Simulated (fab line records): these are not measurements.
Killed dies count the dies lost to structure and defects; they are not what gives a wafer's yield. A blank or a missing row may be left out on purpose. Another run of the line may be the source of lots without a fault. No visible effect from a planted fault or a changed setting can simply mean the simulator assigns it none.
fab line records ; flow nand-harc
record: lots: 6; wafers: 18; last-day: 34
route steps=1302 shown A_CONTACT@990 END@1302
lots that met no fault: taken from a fault-free run of the same line
start-h: hours from the record's opening day to when the first of the lot's shown wafers began ; wait-h: hours elapsed since this lot's preceding step ; " the same as in the row above ; L1.1+2: a single row standing in for several wafers ; - no value, or no start given ; * or withheld: withheld ; < > ~ a bound
route shown NAME@n: a module of which the file shows steps, and the number in the route of the first ; usual: mean/standard deviation of fault-free wafers ; same: alike in all rows ; chamber/n: place in a boat ; sites: per-site readings ; _std_site: the values' standard deviation ; _edge_site: the outer-site mean with the inner-site mean subtracted ; radius-mm: how far each site lies from the wafer's centre ; mask NAME#n: copy n ; behind: the last tool/chamber to shape the wafer ; hold: reason for holding the lot/hours on hold/outcome of the hold ; device: the transistor (n, p or np) that didn't switch ; end of line: the same wafers' tests at the end of the route ; a step given without rows: its recipe and nothing more ; killed: the dies lost at the first sort to structure and to defects; this is not the yield of the wafer ; map: a wafer's dies, marking killed ones x, the rest . and places with no die _
set.NAME: the setting the step ran with; set.NAME@STEP: the setting that earlier step ran with ; model.NAME: the simulator's own value behind a step, which no gauge read
lots at selected steps of the route; one table per step, one row per wafer
services: the hour from which a tool's chamber was out of use, counted from the record's first day as start-h (under 0 if before that day), plus the number of hours and why
== steps ==
step: NHARC_A_CONTACT_COAT_35
recipe: temp-c: 225; time-s: 65
step: NHARC_A_CONTACT_COAT_36
recipe: spin-rpm: 1500; resist-thk-nm: 90
step: NHARC_A_CONTACT_SOFTBAKE_37
recipe: temp-c: 105; time-s: 55
step: NHARC_A_CONTACT_EBR_38
step: NHARC_A_CONTACT_EXPOSE_39
recipe: na: 1.35; sigma-outer: 0.8; dose-mj: 58.79; mask-id: A_CC_3
step: NHARC_A_CONTACT_PEB_40
recipe: peb-temp-c: 100; peb-time-s: 65
step: NHARC_A_CONTACT_DEVELOP_41
recipe: develop-time-s: 35; dev-temp-c: 23
step: NHARC_A_CONTACT_CD_MEAS_42
recipe: target-cd-nm: 300; landing-energy-ev: 500
usual: cd-nm: 300.2/0.48
lot.wafer;tool;chamber;start-h;wait-h;cd-nm
L788.1;cd-sem-01;0;542.71;-;300.3
L788.3;cd-sem-01;0;542.71;-;300.1
L788.4;cd-sem-01;0;542.71;-;299.6
L790.2;cd-sem-02;0;583.14;-;300.4
L790.4;cd-sem-02;0;583.14;-;300.9
L790.6;cd-sem-02;0;583.14;-;301.3
L795.3;cd-sem-01;0;602.94;-;299.7
L795.4;cd-sem-01;0;602.94;-;299.4
L795.6;cd-sem-01;0;602.94;-;299.6
L796.2;cd-sem-01;0;610.94;-;299.9
L796.3;cd-sem-01;0;610.94;-;300.4
L796.5;cd-sem-01;0;610.94;-;299.8
L803.1;cd-sem-02;0;696.84;-;299.8
L803.4;cd-sem-02;0;696.84;-;299.2
L803.6;cd-sem-02;0;696.84;-;300.0
L806.2;cd-sem-03;0;734.05;-;300.5
L806.5;cd-sem-03;0;734.05;-;300.2
L806.6;cd-sem-03;0;734.05;-;299.6
step: NHARC_A_CONTACT_OVL_MEAS_43
usual: overlay-x-nm: 0.1/0.73; overlay-y-nm: 0.0/0.77
lot.wafer;tool;chamber;start-h;wait-h;overlay-x-nm;overlay-y-nm
L788.1;overlay-01;-;542.81;-;0.5;0.1
L788.3;overlay-01;-;542.81;-;0.7;0.2
L788.4;overlay-01;-;542.81;-;0.2;0.3
L790.2;overlay-02;-;583.22;-;0.8;-0.6
L790.4;overlay-02;-;583.22;-;1.0;-0.6
L790.6;overlay-02;-;583.22;-;0.6;-0.2
L795.3;overlay-02;-;603.02;-;1.0;-0.9
L795.4;overlay-02;-;603.02;-;0.6;-0.1
L795.6;overlay-02;-;603.02;-;0.1;-0.9
L796.2;overlay-01;-;611.02;-;0.0;1.2
L796.3;overlay-01;-;611.02;-;0.0;0.9
L796.5;overlay-01;-;611.02;-;0.0;1.0
L803.1;overlay-02;-;696.93;-;-0.1;0.3
L803.4;overlay-02;-;696.93;-;-0.6;0.7
L803.6;overlay-02;-;696.93;-;-0.2;0.1
L806.2;overlay-01;-;734.14;-;-0.3;0.3
L806.5;overlay-01;-;734.14;-;-0.1;0.8
L806.6;overlay-01;-;734.14;-;0.6;0.7
step: NHARC_A_CONTACT_INSPECT_44
usual: raw-defect-count: 91/35
lot.wafer;tool;chamber;start-h;wait-h;raw-defect-count
L788.1;defect-inspect-01;-;542.85;0.0;75
L788.3;defect-inspect-01;-;542.85;0.0;63
L788.4;defect-inspect-01;-;542.85;0.0;88
L790.2;defect-inspect-02;-;583.26;0.0;26
L790.4;defect-inspect-02;-;583.26;0.0;37
L790.6;defect-inspect-02;-;583.26;0.0;30
L795.3;defect-inspect-02;-;603.06;0.0;127
L795.4;defect-inspect-02;-;603.06;0.0;160
L795.6;defect-inspect-02;-;603.06;0.0;126
L796.2;defect-inspect-02;-;611.06;0.0;68
L796.3;defect-inspect-02;-;611.06;0.0;67
L796.5;defect-inspect-02;-;611.06;0.0;69
L803.1;defect-inspect-01;-;696.97;0.0;72
L803.4;defect-inspect-01;-;696.97;0.0;78
L803.6;defect-inspect-01;-;696.97;0.0;88
L806.2;defect-inspect-01;-;734.17;0.0;134
L806.5;defect-inspect-01;-;734.17;0.0;110
L806.6;defect-inspect-01;-;734.17;0.0;156
step: NHARC_A_CONTACT_DESCUM_47
recipe: time-s: 3; o2-flow-sccm: 200; ar-flow-sccm: 0; bias-power-w: 0; chemistry: O2
usual: drypump-motor-current-A: 5.8/0.37; oes-product-au: 0.997/0.009; rf-vpp-V: 57.6/0.81; showerhead-plenum-p-Torr: 1.88/0.063; throttle-valve-pct: 11.311/0.0087
lot.wafer;tool;chamber;start-h;wait-h;drypump-motor-current-A;oes-product-au;rf-hours-counter-h;rf-vpp-V;showerhead-plenum-p-Torr;throttle-valve-pct
L788.3;rie-diel-08;2;542.92;0.1;6.0;0.989;27;57.8;1.87;11.301
L788.1;rie-diel-08;3;542.92;0.1;6.2;1.016;30;57.0;1.84;11.309
L788.4;rie-diel-08;0;542.92;0.1;5.9;1.013;-;57.2;1.86;11.307
L790.4;rie-diel-02;1;583.34;0.1;6.2;0.989;0;58.1;2.04;11.305
L790.2;rie-diel-02;2;583.34;0.1;4.9;1.012;0;57.9;1.89;11.332
L790.6;rie-diel-02;0;583.34;0.1;5.2;0.998;-;56.8;1.91;11.306
L795.3;rie-diel-08;0;603.12;0.1;5.9;1.006;12;56.5;1.85;11.307
L795.4;rie-diel-08;1;603.12;0.1;5.8;0.996;7;56.7;1.85;11.312
L795.6;rie-diel-08;1;603.12;0.1;5.9;0.997;-;57.4;1.85;11.303
L796.2;rie-diel-08;0;611.17;0.1;5.9;0.998;14;58.5;1.85;11.303
L796.3;rie-diel-08;2;611.17;0.1;6.0;0.984;13;57.1;1.87;11.330
L796.5;rie-diel-08;0;611.17;0.1;5.9;0.999;-;58.0;1.85;11.311
L803.1;rie-diel-02;3;697.03;0.1;5.2;1.005;46;56.2;1.83;11.314
L803.4;rie-diel-02;1;697.03;0.1;6.2;0.984;46;58.0;2.02;11.311
L803.6;rie-diel-02;0;697.03;0.1;5.2;1.001;-;58.8;1.90;11.321
L806.2;rie-diel-08;1;734.26;0.1;5.9;0.987;1;56.7;1.85;11.303
L806.6;rie-diel-08;2;734.26;0.1;6.0;1.002;-;57.5;1.86;11.318
L806.5;rie-diel-08;3;734.26;0.1;6.2;0.996;-;57.5;1.83;11.303
step: NHARC_A_CONTACT_ETCH_48
recipe: target-depth-a: 390; over-etch-frac: 0.3; time-s: 65; ion-energy-ev: 80; cf4-flow-sccm: 150; ar-flow-sccm: 0; rf-w: 300; bias-w: 100; chemistry: CF4
usual: drypump-motor-current-A: 5.8/0.37; oes-product-au: 0.997/0.011; rf-vpp-V: 151.0/0.92; run-length-s: 86.2/0.31; showerhead-plenum-p-Torr: 1.74/0.051; throttle-valve-pct: 13.284/0.009
lot.wafer;tool;chamber;start-h;wait-h;drypump-motor-current-A;oes-product-au;rf-hours-counter-h;rf-vpp-V;run-length-s;showerhead-plenum-p-Torr;throttle-valve-pct
L788.1;rie-diel-08;2;543.02;0.1;6.0;0.986;27;152.0;86.2;1.74;13.285
L788.3;rie-diel-08;3;543.02;0.1;6.2;1.014;30;150.9;86.4;1.71;13.273
L788.4;rie-diel-08;2;543.02;0.1;6.0;0.994;-;151.1;86.2;1.74;13.281
L790.2;rie-diel-02;3;583.40;0.1;5.2;1.002;0;149.3;86.0;1.71;13.287
L790.4;rie-diel-02;2;583.40;0.1;5.0;1.002;0;152.2;85.8;1.75;13.287
L790.6;rie-diel-02;3;583.40;0.1;5.2;0.996;-;149.0;85.8;1.71;13.280
L795.3;rie-diel-08;1;603.22;0.1;5.9;1.000;7;150.6;86.1;1.72;13.265
L795.4;rie-diel-08;2;603.22;0.1;6.0;0.979;11;151.4;86.9;1.73;13.288
L795.6;rie-diel-08;3;603.22;0.1;6.1;0.989;-;150.8;86.1;1.70;13.280
L796.2;rie-diel-08;3;611.28;0.1;6.2;0.988;13;150.6;85.9;1.70;13.292
L796.3;rie-diel-08;0;611.28;0.1;5.9;1.004;14;151.1;86.3;1.72;13.276
L796.5;rie-diel-08;1;611.28;0.1;5.9;0.994;-;150.8;86.2;1.72;13.295
L803.1;rie-diel-02;1;697.13;0.1;6.2;0.983;46;152.9;86.2;1.86;13.284
L803.4;rie-diel-02;2;697.13;0.1;5.0;0.997;46;150.7;85.8;1.74;13.274
L803.6;rie-diel-02;0;697.13;0.1;5.2;0.994;-;151.1;85.5;1.76;13.288
L806.2;rie-diel-08;0;734.32;0.1;5.9;1.011;0;151.6;86.4;1.71;13.281
L806.6;rie-diel-08;0;734.32;0.1;5.9;1.005;-;150.3;86.4;1.71;13.282
L806.5;rie-diel-08;1;734.32;0.1;5.8;0.988;-;151.8;86.2;1.71;13.296
step: NHARC_A_CONTACT_ETCH_49
recipe: target-depth-a: 2600; over-etch-frac: 0.3; time-s: 475.3; ion-energy-ev: 200; n2-flow-sccm: 150; h2-flow-sccm: 150; ar-flow-sccm: 0; rf-w: 400; bias-w: 150; chemistry: N2/H2
usual: drypump-motor-current-A: 5.8/0.36; oes-product-au: 0.997/0.01; rf-vpp-V: 429.7/2; run-length-s: 496.5/0.35; showerhead-plenum-p-Torr: 2.01/0.069; throttle-valve-pct: 14.172/0.0087
lot.wafer;tool;chamber;start-h;wait-h;drypump-motor-current-A;oes-product-au;rf-hours-counter-h;rf-vpp-V;run-length-s;showerhead-plenum-p-Torr;throttle-valve-pct
L788.3;rie-diel-08;0;543.16;-;5.9;1.020;30;428.8;497.1;1.98;14.166
L788.1;rie-diel-08;2;543.16;-;6.0;0.985;27;429.5;496.5;2.00;14.165
L788.4;rie-diel-08;3;543.16;-;6.1;1.003;-;428.6;496.1;1.96;14.182
L790.2;rie-diel-02;0;583.50;-;5.2;0.994;0;431.0;496.1;2.04;14.170
L790.4;rie-diel-02;1;583.50;-;6.2;0.981;1;434.4;496.5;2.18;14.171
L790.6;rie-diel-02;1;583.50;-;6.1;0.987;-;435.2;496.6;2.18;14.169
L795.4;rie-diel-08;2;603.36;-;6.0;0.989;11;430.5;441.8;1.99;14.169
L795.3;rie-diel-08;0;603.36;-;5.9;1.011;12;429.8;441.3;1.97;14.180
L795.6;rie-diel-08;1;603.36;-;5.9;0.996;-;429.0;441.1;1.97;14.173
L796.2;rie-diel-08;1;611.53;-;5.8;0.992;9;428.4;441.2;1.97;14.173
L796.3;rie-diel-08;3;611.53;-;6.2;1.002;14;428.7;440.9;1.96;14.189
L796.5;rie-diel-08;1;611.53;-;5.9;0.999;-;429.5;441.0;1.97;14.169
L803.4;rie-diel-02;3;697.24;-;5.2;1.000;46;428.6;495.9;1.95;14.176
L803.1;rie-diel-02;1;697.24;-;6.2;0.992;46;433.9;496.3;2.16;14.172
L803.6;rie-diel-02;2;697.24;-;5.0;0.996;-;429.5;496.1;2.00;14.168
L806.2;rie-diel-08;1;734.48;-;5.9;1.006;1;428.0;496.4;1.97;14.177
L806.5;rie-diel-08;3;734.48;-;6.2;1.020;-;428.7;496.5;1.95;14.169
L806.6;rie-diel-08;0;734.48;-;5.9;1.013;-;429.4;497.2;1.97;14.170
step: NHARC_A_CONTACT_ETCH_50
recipe: target-depth-a: 1210; time-s: 60.5; cf4-flow-sccm: 100; chf3-flow-sccm: 30; ar-flow-sccm: 0; rf-w: 500; bias-w: 200; chemistry: CF4/CHF3
usual: drypump-motor-current-A: 5.8/0.37; oes-product-au: 0.946/0.022; rf-vpp-V: 369.9/1.9; run-length-s: 81.8/0.32; showerhead-plenum-p-Torr: 1.55/0.049; throttle-valve-pct: 16.802/0.0088
lot.wafer;tool;chamber;start-h;wait-h;drypump-motor-current-A;oes-product-au;rf-hours-counter-h;rf-vpp-V;run-length-s;showerhead-plenum-p-Torr;throttle-valve-pct
L788.3;rie-diel-08;3;-;-;6.2;0.966;30;368.6;81.6;1.52;16.805
L788.1;rie-diel-08;2;-;-;6.0;0.941;27;368.3;81.7;1.54;16.807
L788.4;rie-diel-08;3;-;-;6.2;0.973;-;368.1;81.5;1.52;16.799
L790.4;rie-diel-02;1;-;-;6.2;0.933;1;373.5;82.0;1.67;16.795
L790.2;rie-diel-02;2;-;-;4.9;0.942;1;370.4;81.7;1.55;16.784
L790.6;rie-diel-02;2;-;-;4.9;0.945;-;370.6;81.5;1.55;16.801
L795.3;rie-diel-08;3;-;-;6.2;0.926;11;369.9;81.5;1.51;16.811
L795.4;rie-diel-08;0;-;-;5.9;0.912;12;370.4;82.0;1.53;16.810
L795.6;rie-diel-08;1;-;-;5.8;0.921;-;369.0;81.6;1.53;16.823
L796.3;rie-diel-08;3;-;-;6.2;0.945;14;368.4;81.4;1.51;16.801
L796.2;rie-diel-08;1;-;-;5.8;0.934;10;368.9;81.8;1.53;16.796
L796.5;rie-diel-08;3;-;-;6.2;0.938;-;368.1;81.4;1.51;16.812
L803.4;rie-diel-02;1;-;-;6.2;0.965;46;373.4;81.8;1.66;16.808
L803.1;rie-diel-02;2;-;-;4.9;0.981;47;368.6;82.0;1.54;16.812
L803.6;rie-diel-02;0;-;-;5.2;0.952;-;370.2;81.4;1.56;16.806
L806.2;rie-diel-08;3;-;-;6.2;0.967;1;367.2;81.3;1.51;16.810
L806.5;rie-diel-08;2;-;-;6.0;0.955;-;370.7;81.9;1.53;16.812
L806.6;rie-diel-08;3;-;-;6.1;0.960;-;368.5;81.7;1.51;16.800
step: NHARC_END_SORT_01
recipe: temp-c: 25
usual: killed-at-array: 64/18; killed-at-other: 0.8/1.1; killed-at-periphery: 3.8/2.7; killed-dies: 68/18; killed-open: 3.3/1.9; killed-short: 2.3/1.8
same: gross-dies: 677
lot.wafer;tool;chamber;start-h;wait-h;killed-at-array;killed-at-other;killed-at-periphery;killed-dies;killed-open;killed-short
L795.3;prober-01;0;687.73;3.1;86;0;4;90;0;3
L795.4;prober-01;0;688.53;3.4;95;0;8;103;4;2
L795.6;prober-01;0;690.12;4.0;78;0;2;80;2;3
L796.2;prober-01;0;694.79;2.8;53;0;2;55;5;3
L796.3;prober-01;0;695.59;3.1;41;0;3;44;3;2
L796.5;prober-01;0;697.20;3.7;56;0;7;63;3;2
killed by level:class
L795.3 A_SLIT:chamber-film-flake=33 A_CHANNEL_HOLE_D1:chamber-film-flake=24 A_CHANNEL_HOLE_D2:chamber-film-flake=15 A_CONTACT:chamber-film-flake=4 P_CONTACT:chamber-film-flake=3 A_CHANNEL_FILL_D2:chamber-film-flake=3 A_CHANNEL_FILL_D2:geometric-particle:short=2 A_STAIRCASE:chamber-film-flake=2
L795.4 A_SLIT:chamber-film-flake=35 A_CHANNEL_HOLE_D1:chamber-film-flake=28 A_CHANNEL_HOLE_D2:chamber-film-flake=22 P_CONTACT:chamber-film-flake=6 A_CONTACT:chamber-film-flake=3 A_ONON_D1:geometric-particle:open=2 A_BLC:chamber-film-flake=2 P_CONTACT:geometric-particle:open=1
L795.6 A_CHANNEL_HOLE_D1:chamber-film-flake=30 A_SLIT:chamber-film-flake=27 A_CHANNEL_HOLE_D2:chamber-film-flake=12 A_CONTACT:chamber-film-flake=2 A_CHANNEL_HOLE_D1:geometric-particle:open=1 A_ONON_D2:geometric-particle:open=1 A_ONON_D2:geometric-particle:short=1 A_STAIRCASE:geometric-particle:short=1
L796.2 A_SLIT:chamber-film-flake=39 A_CHANNEL_HOLE_D1:chamber-film-flake=3 A_CHANNEL_HOLE_D1:geometric-particle:short=2 A_M0:geometric-particle:open=2 A_CONTACT:chamber-film-flake=2 A_DECK1_JOINT:geometric-particle:open=1 A_WL_FILL:geometric-particle:open=1 A_BLC:geometric-particle:open=1
L796.3 A_SLIT:chamber-film-flake=31 A_CHANNEL_HOLE_D1:chamber-film-flake=3 P_M1:chamber-film-flake=2 A_ONON_D1:geometric-particle:short=1 A_WL_FILL:geometric-particle:open=1 A_DECK1_JOINT:geometric-particle:open=1 A_ONON_D2:geometric-particle:short=1 A_SGD_CUT:geometric-particle:open=1
L796.5 A_SLIT:chamber-film-flake=36 A_CHANNEL_HOLE_D1:chamber-film-flake=12 P_M1:chamber-film-flake=3 A_CONTACT:chamber-film-flake=3 P_CONTACT:chamber-film-flake=2 P_M0:geometric-particle:open=1 A_CHANNEL_HOLE_D1:geometric-particle:short=1 A_CHANNEL_FILL_D1:geometric-particle:open=1
== services ==
tool;chamber;start-h;hours;kind
rie-diel-08;0;524.03;-;clean
rie-diel-08;1;524.03;-;clean
rie-diel-08;2;524.03;-;clean
rie-diel-08;3;524.03;-;clean
rie-diel-08;-;544.80;9.0;pm
rie-diel-08;0;544.80;9.0;vent-cycle
rie-diel-08;1;544.80;29.3;vent-cycle
rie-diel-08;2;544.80;9.0;vent-cycle
rie-diel-08;3;544.80;9.0;vent-cycle
rie-diel-08;0;553.80;-;clean
rie-diel-08;2;553.80;-;clean
rie-diel-08;3;553.80;-;clean
rie-diel-02;-;571.39;9.0;pm
rie-diel-08;0;578.30;-;clean
rie-diel-08;1;578.30;-;clean
rie-diel-08;2;578.30;-;clean
rie-diel-08;3;578.30;-;clean
rie-diel-08;0;590.40;1.3;repair
rie-diel-08;0;602.80;-;clean
rie-diel-02;0;653.45;3.2;repair
rie-diel-02;1;667.45;4.3;repair
rie-diel-02;3;718.45;9.2;repair
rie-diel-08;-;721.80;9.0;pm
rie-diel-02;-;732.72;0.4;repair
== key ==
first-sign: step: NHARC_A_CONTACT_ETCH_49; reading: run-length-s; direction: down; sigmas: 99+; usual: *; struck: *
effect none on later readings
met-at NHARC_A_CONTACT_ETCH_49
struck-wafers L795.3,L795.4,L795.6,L796.2,L796.3,L796.5
tester-left-out L795,L796
onset-between 543.16 603.36
fault: kind: process-parameter-drift; tool: rie-diel-08; chamber: -; onset-h: 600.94; steps: NHARC_A_CONTACT_ETCH_49; channel: time-s; offset: *; shape: step; end-h: 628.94; acts-in: *; stated: *
tester-left-out: of these lots the tester's yield and bins aren't shown, on N5 and GAA mostly nor the transistor test; their killed dies are dies lost to structure and defects alone, not to doping, threshold or leakage, so they don't give the yield
